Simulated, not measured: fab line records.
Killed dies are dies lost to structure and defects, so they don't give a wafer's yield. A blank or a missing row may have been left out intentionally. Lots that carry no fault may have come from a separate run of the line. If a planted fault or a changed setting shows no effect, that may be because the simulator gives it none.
A lot that was struck, set against a sound lot	flow n5Finfet	38 out of 1938 route steps
Sound: the wafers L807.2, L807.4, L807.5. Wafers L820.2, L820.3, L820.6 were the ones struck. The cause is given at the end.
At each step with rows: each side's tool, then ch and its chambers, then its first start. Under that, the readings that differ: sound wafers	struck wafers	difference of the means	sigmas: that difference in standard deviations of wafers without a fault.
alike: readings whose means differ by less than 2 such deviations, and words and numbers that are the same on both sides. not compared: withheld readings, readings that some wafer has no value for, bounds like >300 that may hide the same value, and numbers for which the record gives no deviation and whose values overlap.
Wherever a step has rows on one side only, a row that says differs or no value, or a row with sigmas, the two part there. When numbers do not overlap yet have no deviation, they are printed without sigmas and do not part them. Lack of a reading on every wafer of one side parts them only where that side has two or more wafers.

first, 9 steps without rows for these wafers: N5_BEOL_M1_ANNEAL_95 (time 240 s); N5_BEOL_M1_SPUTTER_96 (material Cu, target thk 4.5 nm, time 8.29 s); N5_BEOL_M1_ECD_50 (material Cu, target thk 300 nm); N5_BEOL_M1_ANNEAL_51 (time 90 s); N5_BEOL_M1_CMP_52 (polishes, stops on SiOC, t overpolish 6.8 s, target thk 40 nm); N5_BEOL_M1_PRE_CLEAN_60 (time 15 s); N5_BEOL_M1_CO_CAP_55 (material Co, precursor CCTBA/H2, target thk 2 nm, time 102.1 s); N5_BEOL_M1_PRE_CLEAN_56 (time 15 s); N5_BEOL_M1_DEP_57 (deposits SiCN from 3MS/NH3, target thk 8 nm, time 14 s).
N5_BEOL_M2_ILD_DEP_00: deposits SiOC from DEMS/O2, target thk 79 nm, time 15.3 s.
  sound on pecvd-04 ch 0,1,2, day 7 08:59; struck on pecvd-01 ch 0,1, day 11 06:29
  alike: heaterPowerW, showerheadPlenumPTorr, throttleValvePct
N5_BEOL_M2_THK_MEAS_01:
  sound: filmMetro-02 at day 7 09:02; struck: filmMetro-02 at day 11 06:33
reading	sound	struck	difference	sigmas
M2_ILD_THK (nm)	77.6 79.1 77.6	154.9 156.4 158.4	+78.5	+71
then, 24 steps without rows for these wafers: N5_BEOL_M2_PECVD_72 (deposits SiO2 from TEOS/O2, target thk 16 nm, time 18 s); N5_BEOL_M2_HM_DEP_02 (deposits TiN, target thk 20 nm); N5_BEOL_M2_COAT_61 (time 60 s, resist thk 60 nm); N5_BEOL_M2_COAT_62 (time 60 s, resist thk 12 nm); N5_BEOL_M2_COAT_73 (time 60 s, resist thk 5 nm); N5_BEOL_M2_COAT_05 (resist thk 30 nm); N5_BEOL_M2_EBR_07; N5_BEOL_M2_SOFTBAKE_06 (time 60 s); N5_BEOL_M2_EXPOSE_08 (exposes mask M2); N5_BEOL_M2_PEB_09 (peb time 60 s); N5_BEOL_M2_DEVELOP_10 (develop time 30 s); N5_BEOL_M2_DESCUM_16 (chemistry O2, time 7 s); N5_BEOL_M2_ETCH_74 (etches underlayer in N2/H2, target depth 6.5 nm, time 5.2 s); N5_BEOL_M2_ETCH_63 (etches SiARC in CF4, target depth 15.6 nm, time 26 s); N5_BEOL_M2_ETCH_64 (etches SOC in N2/H2, target depth 75 nm, overetch 22.5 nm, time 121.9 s); N5_BEOL_M2_STRIP_65 (strips in N2/H2); N5_BEOL_M2_STRIP_75 (strips in N2/H2); N5_BEOL_M2_STRIP_66 (strips in CF4); N5_BEOL_M2_HM_OPEN_17 (chemistry Cl2/BCl3, target TiN, target depth 20 nm, overetch 6 nm); N5_BEOL_M2_STRIP_19 (strips in O2); N5_BEOL_M2_COAT_67 (time 60 s, resist thk 60 nm); N5_BEOL_M2_COAT_68 (time 60 s, resist thk 12 nm); N5_BEOL_M2_COAT_76 (time 60 s, resist thk 5 nm); N5_BEOL_M2_COAT_22 (resist thk 30 nm).
N5_BEOL_M2_CMP_52: polishes, stops on SiOC, t overpolish 6.8 s, target thk 40 nm.
  sound on cmp-03 ch 1,3, day 8 15:47; struck on cmp-01 ch 0,2,3, day 11 17:51
reading	sound	struck	difference	sigmas
model.SiOC_of_BEOL_M2_ILD_DEP_00.thkNm (nm)	74.6 76.2 74.6	151.8 153.4 155.4	+78.4	
  alike: barrierFieldEndpointS, motorCurrentA, overpolishRunS, timeToEndpointS
N5_BEOL_M4_RC_MEAS_101:
  the record has rows for the sound wafers here (prober-01 ch 0, day 10 06:14) and none for the struck ones
-- record jumps: 7 days separate the struck wafers' starts on either side; left off in module BEOL_M4, taken up again in module PASSIVATION, whose first shown step is the route's number 1936 --
N5_PASSIVATION_PROBE_49:
  sound: prober-02 at day 14 19:58; struck: prober-01 at day 18 12:05
reading	sound	struck	difference	sigmas
defectLimitedYield (%)	91.1 92.8 90.2	0 0 0	-91	-61
killed_at_M0_to_M3	48 25 46	1126 1094 1082	+1061	+99 or more
killedDies	105 85 116	1180 1180 1180	+1078	+60
killedOnRim	11 17 18	152 152 152	+137	+33
sort_bin_5_function (%)	5.3 4.1 5.3	97.6 95.7 95.7	+91.4	+91
sortNPass	1075 1095 1064	0 0 0	-1078	-60
sortYieldPct (%)	91.1 92.8 90.2	0 0 0	-91	-61
  alike: killed_at_M4_up, killedAtContacts, killedAtFrontEnd, killedAtOther, killedOpen, killedShort, sort_bin_6_memory

== WHERE THEY PART ==
First at N5_BEOL_M2_THK_MEAS_01; last, within this record, at N5_PASSIVATION_PROBE_49.

WHY: what had been put in by the simulator
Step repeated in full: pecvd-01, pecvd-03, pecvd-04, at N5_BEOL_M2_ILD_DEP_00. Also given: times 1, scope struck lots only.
